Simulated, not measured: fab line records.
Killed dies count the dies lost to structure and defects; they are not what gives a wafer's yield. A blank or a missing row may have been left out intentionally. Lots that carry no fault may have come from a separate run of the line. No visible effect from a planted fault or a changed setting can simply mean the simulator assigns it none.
Chamber matching + flow n5 finfet + N5_BEOL_M3_DEP_57 on pecvd-03: 3 sister chambers
The step deposits SiCN from 3MS/NH3, target thk 8 nm, time 14 s. 16 wafers are shown with their chamber, then 8 later ones without.

## EACH WAFER AND ITS CHAMBER
| wafer  | chamber | throttle valve pct (%) | showerhead plenum p Torr (Torr) | rf fwd power W (W) |
|--------|---------|------------------------|---------------------------------|--------------------|
| L077.1 | 2       | 8.4                    | 3.662                           | 199.7              |
| L077.4 | 0       | 8.8                    | 3.690                           | 200.3              |
| L077.5 | 2       | 8.6                    | 3.667                           | 199.8              |
| L080.2 | 1       | 8.0                    | 3.689                           | 199.9              |
| L080.4 | 2       | 8.5                    | 3.661                           | 198.8              |
| L080.5 | 0       | 8.6                    | 3.689                           | 198.8              |
| L082.1 | 0       | 8.9                    | 3.688                           | 199.6              |
| L082.4 | 1       | 8.0                    | 3.672                           | 200.2              |
| L082.5 | 0       | 9.1                    | 3.689                           | 200.0              |
| L085.3 | 2       | 8.7                    | 3.668                           | 200.4              |
| L085.4 | 2       | 8.4                    | 3.662                           | 199.2              |
| L085.5 | 0       | 9.0                    | 3.676                           | 199.4              |
| L088.1 | 0       | 8.9                    | 3.685                           | 200.1              |
| L088.4 | 1       | 8.1                    | 3.668                           | 200.1              |
| L088.5 | 0       | 9.0                    | 3.684                           | 200.7              |
| L090.2 | 2       | 8.5                    | 3.663                           | 199.2              |

SIGNATURES (means of the wafers above)
| reading                  | chamber 0 | chamber 1 | chamber 2 | scatter within a chamber |
|--------------------------|-----------|-----------|-----------|--------------------------|
| throttle valve pct       | 8.900     | 8.033     | 8.517     | 0.134                    |
| showerhead plenum p Torr | 3.68586   | 3.67633   | 3.66383   | 0.00578                  |
| rf fwd power W           | 199.843   | 200.067   | 199.517   | 0.557                    |
Rule: distance of a wafer from a chamber = root of the sum over the readings of ((wafer's reading minus chamber's mean) / reading's scatter) squared. The wafer belongs to the nearest chamber; if the next one is less than 2 further off, it can't be placed. How the scatter is found: for the shown wafers, subtract from each reading the mean of its chamber, square and add these, divide the total by (wafers less chambers), then take the root.

## WAFERS MISSING THEIR CHAMBER
| wafer  | throttle valve pct (%) | showerhead plenum p Torr (Torr) | rf fwd power W (W) |
|--------|------------------------|---------------------------------|--------------------|
| L090.3 | 8.0                    | 3.662                           | 200.3              |
| L090.6 | 8.2                    | 3.661                           | 201.0              |
| L093.2 | 8.8                    | 3.690                           | 199.6              |
| L093.3 | 8.7                    | 3.662                           | 199.0              |
| L093.5 | 8.3                    | 3.672                           | 201.1              |
| L094.1 | 8.5                    | 3.666                           | 199.6              |
| L094.4 | 8.3                    | 3.665                           | 200.6              |
| L094.5 | 8.5                    | 3.656                           | 199.8              |

## THE CHAMBER EACH PASSED THROUGH
| wafer  | from the rows above     | in truth |
|--------|-------------------------|----------|
| L090.3 | can't be placed: 1 or 2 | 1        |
| L090.6 | can't be placed: 1 or 2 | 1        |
| L093.2 | 0                       | 0        |
| L093.3 | 2                       | 2        |
| L093.5 | can't be placed: 1 or 2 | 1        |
| L094.1 | 2                       | 2        |
| L094.4 | can't be placed: 2 or 1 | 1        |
| L094.5 | 2                       | 2        |
4 of 8 placed correctly. Not placeable from these rows: 4 (in 4, the candidates include the true chamber). 0 placed wrongly.
